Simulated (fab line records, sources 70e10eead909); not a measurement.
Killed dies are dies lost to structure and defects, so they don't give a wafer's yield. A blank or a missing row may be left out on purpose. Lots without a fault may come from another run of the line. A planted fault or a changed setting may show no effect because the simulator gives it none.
Problem report in the 8D (eight disciplines) form, filled by code | flow nand_harc | the parts of the form that need people (team, actions taken, sign-off) are left out

1. THE PROBLEM
cathode_dc_power_W at NHARC_P_M2_PVD_20 reads a mean of 14598 W on 6 wafers of 2 lots; wafers without a fault read 15001 W with a standard deviation of 2.4. That is -99 or more standard deviations from the usual mean.
The step: deposits TaN, target thk 5 nm, time 8.06 s.
First seen on wafer L734.3, day 13 12:20, on pvd_sputter-01. The record holds 33 wafers of 11 lots with a number at this step. Rule for "out", or "out of limits": more than 4 standard deviations from the usual mean. The other wafers with a number count as sound.

2. WHAT IT IS AND WHAT IT IS NOT
question                    | is                     | is not
which readings at this step | cathode_dc_power_W     | bias_v, chamber_pressure_pa, throttle_valve_pct
which lots                  | L734, L736             | L717, L720, L721, L722, L726, L727, L729, L730, L740
which wafers of those lots  | all that have a number | -
read on which tools         | pvd_sputter-01         | pvd_sputter-02, pvd_sputter-03
when                        | from day 13 12:20      | up to then (24 sound wafers); but 3 sound wafers of L740 came after

3. SUSPECTS, AND WHAT RULES EACH OUT
Counting: a tool at a process step up to the reading stays a suspect if it ran every lot that is out and no sound lot after the first of them.
- pvd_sputter-01 at NHARC_P_M2_PVD_20 (deposits TaN, target thk 5 nm, time 8.06 s): kept. It ran every lot that is out, first L734 (day 13 12:20), and no sound lot after that; its last sound lot up to then is L729 (day 11 16:31). Its own readings are out on those wafers: cathode_dc_power_W.
Left after counting: pvd_sputter-01 at NHARC_P_M2_PVD_20.

4. THE CAUSE (what the simulator had put in)
Process parameter drift: pvd_sputter-01, from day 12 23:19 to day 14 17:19, at NHARC_P_M2_PVD_20. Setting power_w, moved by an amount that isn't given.
Counting left only this tool.

5. THE CHAIN OF EFFECTS, in route order
Each row: a reading whose mean over the struck wafers that have a number lies more than 3 standard deviations from the usual. Only readings for which the record gives a usual standard deviation are gone through. hours: the time from each lot's start at the first step in this table that gives one to its start at this step, as a median over the lots. sigmas: the change in usual standard deviations.
hours | step              | reading            | usual   | on struck wafers | change | sigmas
0     | NHARC_P_M2_PVD_20 | cathode_dc_power_W | 15001 W | 14598            | -403   | -99 or more
The process steps in it:
- NHARC_P_M2_PVD_20: deposits TaN, target thk 5 nm, time 8.06 s.
Later measuring or inspecting steps at which every struck wafer that the step has a row for has a number for every such reading, and none has moved that far: NHARC_END_SORT_01.

6. WHAT WOULD HAVE CAUGHT IT SOONER
In this record the first reading out of limits was taken at day 13 12:20, 13 hours after the fault began at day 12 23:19.
